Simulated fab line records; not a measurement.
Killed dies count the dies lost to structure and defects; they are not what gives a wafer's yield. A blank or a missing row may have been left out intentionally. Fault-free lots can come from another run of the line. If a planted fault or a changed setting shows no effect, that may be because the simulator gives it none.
fab line records    flow n5-finfet    part 1 of 2: steps 1 to 15 of 16
[record] lots = 7  wafers = 21  last-day = 18
route steps=1938 shown BEOL_M0_CUTY@701 BEOL_M4@1111 PASSIVATION@1936
lots untouched by any fault: they come from a run of this same line in which no faults occurred
start-h: hours from the record's opening day to when the first of the lot's shown wafers began    wait-h: hours from the lot's prior step to this one    " unchanged from the row above    L1.1+2: a row that stands for several wafers    - no value, or no start was given    * or withheld: withheld    < > ~ a bound
route shown NAME@n: a module of which the file shows steps, and the number in the route of the first    usual: mean/standard deviation of fault-free wafers    same: alike in all rows    chamber/n: place in a boat    sites: each site's reading    _std_site: the standard deviation of these    _edge_site: the outer-site mean with the inner-site mean subtracted    radius-mm: for every site, how far away it sits from the centre of the wafer    mask NAME#n: copy n    behind: tool/chamber where the wafer was last shaped    hold: why the lot was held/for how many hours/how that ended    device: transistor that didn't switch, given as n, p or np    end of line: tests of these same wafers at the route's end    a step with no rows: only its recipe    killed: not the wafer's yield, but the dies lost to structure and defects at the first sort    map: dies across one wafer; x = killed, . = not, _ = none there
set.NAME: the setting as run; set.NAME@STEP: as run at that earlier step    model.NAME: the simulator's own value behind a step, which no gauge read
lots at some steps of the route; a table a step, a row a wafer
services: when a tool's chamber went out of use (start-h, in hours from the record's first day, below 0 if earlier), for how many hours, and the reason
[[steps]]
[step N5_BEOL_M0_CUTY_COAT_50]
[recipe] resist = SiARC  temp-c = 220  time-s = 60  spin-rpm = 1500  resist-thk-nm = 15
[step N5_BEOL_M0_CUTY_COAT_51]
[recipe] resist = CAR-ArF-block  spin-rpm = 1500  resist-thk-nm = 150
[step N5_BEOL_M0_CUTY_EBR_52]
[recipe] solvent = PGMEA  ebr-width-mm = 1.5
[step N5_BEOL_M0_CUTY_SOFTBAKE_53]
[recipe] temp-c = 110  time-s = 60  resist = CAR-ArF-block
[step N5_BEOL_M0_CUTY_EXPOSE_54]
[recipe] mask-id = M0_ABLK  na = 1.35  source-shape = conventional  sigma-outer = 0.8  polarization = unpolarized  dose-mj = 36
[step N5_BEOL_M0_CUTY_PEB_55]
[recipe] peb-temp-c = 110  peb-time-s = 60  resist = CAR-ArF-block
[step N5_BEOL_M0_CUTY_DEVELOP_56]
[recipe] develop-time-s = 30  developer = TMAH  resist = CAR-ArF-block  rinse-liquid = diw  dry = air-spin  dev-temp-c = 23
[step N5_BEOL_M0_CUTY_CD_MEAS_57]
[recipe] target-cd-nm = 200  landing-energy-ev = 500  detector = se-inlens  polarity = line
[usual] cd-nm = 199.6/1.1
lot.wafer  tool       chamber  start-h  wait-h  cd-nm
L920.1     cd-sem-01  0        142.59   -       197.2
L920.2     "          0        "        "       198.4
L920.5     "          0        "        "       198.2
L921.2     cd-sem-03  0        152.60   -       199.6
L921.3     "          0        "        "       199.9
L921.5     "          0        "        "       200.4
L922.3     cd-sem-02  0        157.41   -       200.0
L922.4     "          0        "        "       200.1
L922.6     "          0        "        "       200.7
L930.1     cd-sem-03  0        208.37   -       200.4
L930.2     "          0        "        "       200.2
L930.6     "          0        "        "       200.4
L932.2     cd-sem-01  0        219.27   -       196.2
L932.5     "          0        "        "       198.5
L932.6     "          0        "        "       198.8
L933.1     cd-sem-03  0        229.27   -       197.2
L933.3     "          0        "        "       198.4
L933.4     "          0        "        "       197.7
L938.1     cd-sem-03  0        253.40   -       200.7
L938.2     "          0        "        "       198.4
L938.3     "          0        "        "       198.5
[step N5_BEOL_M0_CUTY_OVL_MEAS_58]
[recipe] points-per-wafer = 44
[usual] M0_ABLK_OVL = -0.3/0.8
lot.wafer  tool        chamber  start-h  wait-h  M0_ABLK_OVL[nm]
L920.1     overlay-01  0        142.62   0.0     -1.4
L920.2     "           0        "        "       1.3
L920.5     "           0        "        "       -0.6
L921.2     overlay-02  0        152.62   0.0     0.6
L921.3     "           0        "        "       -0.7
L921.5     "           0        "        "       -0.8
L922.3     overlay-01  0        157.44   0.0     0.9
L922.4     "           0        "        "       -0.5
L922.6     "           0        "        "       -1.5
L930.1     overlay-01  0        208.40   0.0     -0.8
L930.2     "           0        "        "       -0.7
L930.6     "           0        "        "       -1.4
L932.2     overlay-01  0        219.30   0.0     0.3
L932.5     "           0        "        "       -1.0
L932.6     "           0        "        "       -0.3
L933.1     overlay-02  0        229.30   0.0     -1.4
L933.3     "           0        "        "       -1.2
L933.4     "           0        "        "       -1.0
L938.1     overlay-02  0        253.44   0.0     -1.2
L938.2     "           0        "        "       -0.7
L938.3     "           0        "        "       0.7
[step N5_BEOL_M0_CUTY_INSPECT_59]
[recipe] mode = adi  inspect-instrument = macro
[usual] raw-defect-count = 2.0/1.5
lot.wafer  tool               chamber  start-h  wait-h  raw-defect-count
L920.1     defect-inspect-01  -        142.64   0.0     4
L920.2     "                  -        "        "       3
L920.5     "                  -        "        "       0
L921.2     defect-inspect-01  -        152.65   0.0     0
L921.3     "                  -        "        "       5
L921.5     "                  -        "        "       5
L922.3     defect-inspect-01  -        157.46   0.0     0
L922.4     "                  -        "        "       1
L922.6     "                  -        "        "       3
L930.1     defect-inspect-01  -        208.42   0.0     3
L930.2     "                  -        "        "       2
L930.6     "                  -        "        "       3
L932.2     defect-inspect-02  -        219.33   0.0     4
L932.5     "                  -        "        "       1
L932.6     "                  -        "        "       1
L933.1     defect-inspect-02  -        229.33   0.0     2
L933.3     "                  -        "        "       0
L933.4     "                  -        "        "       2
L938.1     defect-inspect-01  -        253.46   0.0     0
L938.2     "                  -        "        "       2
L938.3     "                  -        "        "       2
[step N5_BEOL_M0_CUTY_DESCUM_61]
[recipe] chemistry = O2  time-s = 7.9  source-power-w = 50  bias-power-w = 20  pressure-mtorr = 20  rf-frequency-hz = 2.712e+07  temp-c = 40  resist = CAR-ArF-block  o2-flow-sccm = 225
[usual] drypump-motor-current-A = 5.5/0.37  oes-product-au = 0.78/0.088  rf-vpp-V = 243.2/1.5  showerhead-plenum-p-Torr = 2.09/0.085  throttle-valve-pct = 20.33/0.14
lot.wafer  tool         chamber  start-h  wait-h  drypump-motor-current-A  oes-product-au  rf-hours-counter-h  rf-vpp-V  showerhead-plenum-p-Torr  throttle-valve-pct
L920.1     rie-diel-04  3        143.00   0.4     5.6                      0.71            181                 242.3     1.98                      20.26
L920.2     "            1        "        "       5.3                      0.71            206                 245.5     2.15                      20.51
L920.5     "            1        "        "       5.3                      0.71            -                   243.1     2.15                      20.52
L921.2     rie-diel-04  3        152.68   0.0     5.6                      0.71            183                 242.2     1.98                      20.26
L921.3     "            0        "        "       5.9                      0.71            186                 241.4     1.98                      20.47
L921.5     "            1        "        "       5.3                      0.72            -                   243.8     2.15                      20.53
L922.3     rie-diel-05  3        157.49   0.0     5.7                      0.93            9                   244.4     2.21                      20.15
L922.4     "            1        "        "       5.5                      0.75            183                 241.5     1.97                      20.37
L922.6     "            2        "        "       5.9                      0.72            -                   244.6     2.18                      20.41
L930.1     rie-diel-04  1        208.46   0.0     5.3                      0.71            225                 245.5     2.15                      20.56
L930.2     "            2        "        "       4.8                      0.88            51                  242.2     2.05                      20.37
L930.6     "            3        "        "       5.6                      0.70            -                   242.2     1.97                      20.30
L932.2     rie-diel-05  3        220.53   1.2     5.7                      0.88            32                  245.3     2.20                      20.18
L932.5     "            3        "        "       5.8                      0.88            -                   244.5     2.20                      20.20
L932.6     "            2        "        "       5.9                      0.71            -                   244.6     2.17                      20.44
L933.1     rie-diel-02  2        230.45   1.1     5.9                      0.69            217                 243.2     2.14                      20.48
L933.3     "            3        "        "       5.4                      0.88            54                  245.6     2.12                      20.28
L933.4     "            0        "        "       5.7                      0.70            218                 240.6     1.98                      20.44
L938.1     rie-diel-05  3        253.50   0.0     5.7                      0.86            41                  245.9     2.20                      20.21
L938.2     "            0        "        "       5.0                      0.78            97                  242.9     2.11                      20.07
L938.3     "            2        "        "       5.9                      0.69            222                 243.8     2.17                      20.45
[step N5_BEOL_M0_CUTY_ETCH_62]
[recipe] chemistry = CF4  target = SiARC  mask-material = CAR-ArF-block  time-s = 58.5  ion-energy-ev = 80  pressure-mtorr = 40  source-w = 545  bias-w = 36  Ar_flow_sccm = 100  cf4-flow-sccm = 100  ends = cleared
[usual] bias-w = 35.99/0.1  cf4-flow-sccm = 99.99/0.28  drypump-motor-current-A = 5.5/0.37  etch-rf-on-time-s = 59.0/0.96  oes-product-au = 0.67/0.072  rf-vpp-V = 184.1/1.4  showerhead-plenum-p-Torr = 2.15/0.078  throttle-valve-pct = 15.59/0.19
lot.wafer  tool         chamber  start-h  wait-h  bias-w  cf4-flow-sccm  drypump-motor-current-A  etch-rf-on-time-s  oes-product-au  rf-hours-counter-h  rf-vpp-V  showerhead-plenum-p-Torr  throttle-valve-pct
L920.1     rie-diel-04  3        143.04   0.0     36.02   99.76          5.7                      60.6               0.60            181                 183.9     2.04                      15.64
L920.2     "            1        "        "       35.91   100.15         5.3                      59.1               0.60            206                 185.4     2.21                      15.86
L920.5     "            1        "        "       35.91   99.63          5.3                      59.8               0.60            -                   185.3     2.21                      15.86
L921.2     rie-diel-04  3        152.72   0.0     35.92   99.80          5.6                      60.5               0.59            183                 180.7     2.04                      15.64
L921.3     "            0        "        "       35.93   100.84         5.9                      59.2               0.60            186                 182.6     2.05                      15.81
L921.5     "            1        "        "       35.90   100.01         5.3                      59.0               0.60            -                   185.5     2.21                      15.85
L922.3     rie-diel-05  3        157.53   0.0     35.85   99.68          5.7                      60.1               0.78            9                   186.9     2.27                      15.38
L922.4     "            1        "        "       35.90   100.01         5.5                      59.6               0.63            183                 182.8     2.06                      15.74
L922.6     "            2        "        "       35.82   99.85          5.9                      58.5               0.62            -                   184.2     2.22                      15.58
L930.1     rie-diel-04  1        208.49   0.0     35.81   100.71         5.3                      59.1               0.60            225                 184.8     2.21                      15.88
L930.2     "            2        "        "       35.87   100.46         4.8                      58.6               0.74            51                  183.1     2.09                      15.47
L930.6     "            3        "        "       36.01   100.12         5.6                      60.2               0.59            -                   183.5     2.04                      15.67
L932.2     rie-diel-05  3        220.56   0.0     36.03   100.05         5.7                      60.9               0.73            32                  185.1     2.26                      15.43
L932.5     "            3        "        "       35.80   100.05         5.7                      60.5               0.73            -                   185.3     2.26                      15.43
L932.6     "            2        "        "       36.26   100.05         5.9                      59.4               0.60            -                   183.2     2.21                      15.64
L933.1     rie-diel-02  2        230.48   0.0     36.03   100.37         5.9                      58.4               0.60            217                 184.7     2.20                      15.85
L933.3     "            3        "        "       35.89   99.88          5.4                      58.9               0.74            54                  183.2     2.18                      15.58
L933.4     "            0        "        "       35.91   99.78          5.7                      60.5               0.58            218                 182.6     2.04                      15.70
L938.1     rie-diel-05  3        253.53   0.0     35.91   99.51          5.7                      60.6               0.72            41                  184.3     2.26                      15.44
L938.2     "            0        "        "       35.89   100.08         4.9                      59.0               0.67            97                  183.9     2.16                      15.30
L938.3     "            2        "        "       36.00   100.27         5.9                      58.9               0.59            222                 184.5     2.21                      15.65
[step N5_BEOL_M0_CUTY_ETCH_63]
[recipe] chemistry = N2/H2  target = SOC  target-depth-a = 827  overetch-a = 165  mask-material = SiARC  temp-c = 40  ion-energy-ev = 200  time-s = 124  pressure-mtorr = 30  source-w = 840  bias-w = 150  n2-flow-sccm = 200  h2-flow-sccm = 200
[usual] bias-w = 150.0/0.47  chamber-pressure-mTorr = 29.998/0.028  drypump-motor-current-A = 5.5/0.37  oes-product-au = 0.64/0.068  rf-vpp-V = 524.1/2.8  showerhead-plenum-p-Torr = 2.55/0.098  throttle-valve-pct = 17.78/0.23
lot.wafer  tool         chamber  start-h  wait-h  bias-w  chamber-pressure-mTorr  drypump-motor-current-A  oes-product-au  rf-hours-counter-h  rf-vpp-V  showerhead-plenum-p-Torr  throttle-valve-pct  model.CAR-ArF-block_of_BEOL_M0_CUTY_COAT_51.thk-nm  model.SiO2_of_BEOL_M0_SAQP_SPACER2_ALD_26.thk-nm  model.SiO2_of_BEOL_M0_SAQP_ALD_48.thk-nm
L920.1     rie-diel-04  3        143.08   0.0     -       -                       -                        -               -                   -         -                         -                   119.2                                               10.8                                              12.8
L920.2     "            1        "        "       -       -                       -                        -               -                   -         -                         -                   119                                                 10.6                                              12.8
L920.5     "            1        "        "       -       -                       -                        -               -                   -         -                         -                   119.4                                               10.6                                              12.2
L921.2     rie-diel-04  3        152.76   0.0     -       -                       -                        -               -                   -         -                         -                   119.4                                               10.6                                              12
L921.3     "            0        "        "       -       -                       -                        -               -                   -         -                         -                   120                                                 10.6                                              13.2
L921.5     "            1        "        "       -       -                       -                        -               -                   -         -                         -                   119.4                                               10.6                                              13
L922.3     rie-diel-05  3        157.58   0.0     -       -                       -                        -               -                   -         -                         -                   118.6                                               10.6                                              13.4
L922.4     "            1        "        "       -       -                       -                        -               -                   -         -                         -                   119                                                 10.6                                              13.4
L922.6     "            2        "        "       -       -                       -                        -               -                   -         -                         -                   119.2                                               10.8                                              13.2
L930.1     rie-diel-04  1        208.54   0.0     150.6   29.968                  5.3                      0.57            225                 526.5     2.60                      17.97               0                                                   7                                                 12.2
L930.2     "            2        "        "       148.9   29.968                  4.8                      0.70            51                  521.9     2.47                      17.59               0                                                   7                                                 11
L930.6     "            3        "        "       150.7   29.991                  5.6                      0.57            -                   520.2     2.42                      17.84               0                                                   7.2                                               12
L932.2     rie-diel-05  3        220.61   0.0     149.9   29.965                  5.8                      0.72            32                  528.1     2.71                      17.70               0                                                   7.2                                               12.2
L932.5     "            3        "        "       150.6   29.923                  5.7                      0.72            -                   528.8     2.71                      17.70               0                                                   7.2                                               12.2
L932.6     "            2        "        "       150.1   29.989                  5.9                      0.58            -                   525.3     2.63                      17.89               0                                                   7.2                                               12.2
L933.1     rie-diel-02  2        230.53   0.0     149.7   30.038                  5.9                      0.58            217                 525.1     2.63                      18.05               0                                                   7.2                                               12.2
L933.3     "            3        "        "       150.0   30.021                  5.4                      0.71            54                  524.3     2.56                      17.61               0                                                   7.2                                               12.2
L933.4     "            0        "        "       149.6   29.991                  5.7                      0.57            218                 520.2     2.43                      18.13               0                                                   7.2                                               12.8
L938.1     rie-diel-05  3        253.58   0.0     150.2   30.014                  5.7                      0.70            41                  528.6     2.70                      17.71               0                                                   7.4                                               12.2
L938.2     "            0        "        "       150.5   30.008                  5.0                      0.63            97                  524.2     2.57                      17.47               0                                                   7.2                                               12.4
L938.3     "            2        "        "       149.7   29.991                  5.9                      0.57            222                 526.3     2.63                      17.91               0                                                   7.2                                               12
[step N5_BEOL_M0_CUTY_STRIP_64]
[recipe] chemistry = N2/H2  temp-c = 40  n2-flow-sccm = 200  h2-flow-sccm = 200  rf-frequency-hz = 6e+07
[step N5_BEOL_M4_RC_MEAS_101]
[usual] DIBL_N = 36.9/1.7  DIBL_P = 36.7/2.1  IOFF_N = 0.17/0.032  IOFF_P = 0.22/0.036  ION_N = 674/12  ION_P = 461/7  SS_N = 71.7/0.6  SS_P = 73.4/0.67  VT_N = 249/3.1  VT_P = -250/3.2
lot.wafer  tool       chamber  start-h  wait-h  DIBL_N[mV/V]  DIBL_P[mV/V]  IOFF_N[nA/um]  IOFF_P[nA/um]  ION_N[uA/um]  ION_P[uA/um]  SS_N[mV/dec]  SS_P[mV/dec]  VT_N[mV]  VT_P[mV]
L930.1     prober-01  0        257.08   0.0     35.7          33.8          0.15           0.19           678           461           71.1          72.7          247       -250
L930.2     "          0        "        "       37.6          37.9          0.20           0.27           681           470           71.9          73.9          247       -246
L930.6     "          0        "        "       38.5          37.4          0.21           0.25           681           461           71.8          73.8          245       -245
L932.2     prober-02  0        271.08   0.2     35.3          34.8          0.14           0.19           665           458           70.8          73.2          250       -250
L932.5     "          0        "        "       36.7          36.5          0.16           0.22           675           468           71.8          73.4          249       -251
L932.6     "          0        "        "       36.5          36.3          0.16           0.21           666           462           71.2          73.2          251       -251
L933.1     prober-02  0        279.11   0.0     37.5          35.7          0.18           0.26           676           471           71.5          73.4          247       -244
L933.3     "          0        "        "       35.1          33.5          0.14           0.23           662           466           71.5          72.8          249       -247
L933.4     "          0        "        "       34.8          33.6          0.14           0.24           667           467           70.8          72.1          248       -245
L938.1     prober-01  0        311.87   0.0     38.3          38.6          0.16           0.23           664           460           71.9          73.7          253       -250
L938.2     "          0        "        "       39.1          38.7          0.19           0.25           687           477           72.6          73.6          248       -248
L938.3     "          0        "        "       38.0          37.7          0.15           0.22           659           457           71.8          73.3          252       -251
[[key]]
[first-sign] step = N5_BEOL_M0_CUTY_ETCH_63  reading = tool-record  direction = missing
[effect] step = N5_PASSIVATION_PROBE_49  reading = killed_at_M0_to_M3  direction = up  sigmas = 99+  usual = 32  struck = 1116
[model-effect] step = N5_BEOL_M0_CUTY_ETCH_63  value = CAR-ArF-block_of_BEOL_M0_CUTY_COAT_51.thk-nm  without = 0  struck = 119.2
[more-kills-born-at] N5_BEOL_M0_CUTY_ETCH_63@rie-diel-04 = 6556  N5_BEOL_M0_CUTY_ETCH_63@rie-diel-05 = 3221
met-at N5_BEOL_M0_CUTY_ETCH_63
struck-wafers L920.1,L920.2,L920.5,L921.2,L921.3,L921.5,L922.3,L922.4,L922.6
later-rows-left-out L920.1,L920.2,L920.5,L921.2,L921.3,L921.5,L922.3,L922.4,L922.6
[fault] kind = skipped-step-whole  tool = rie-diel-04,rie-diel-05  chamber = -  onset-h = 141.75  steps = N5_BEOL_M0_CUTY_ETCH_63  scope = struck-lots-only
// later-rows-left-out: the simulator's readings of these wafers behind a module that went badly wrong aren't trusted and aren't shown, but for the sort
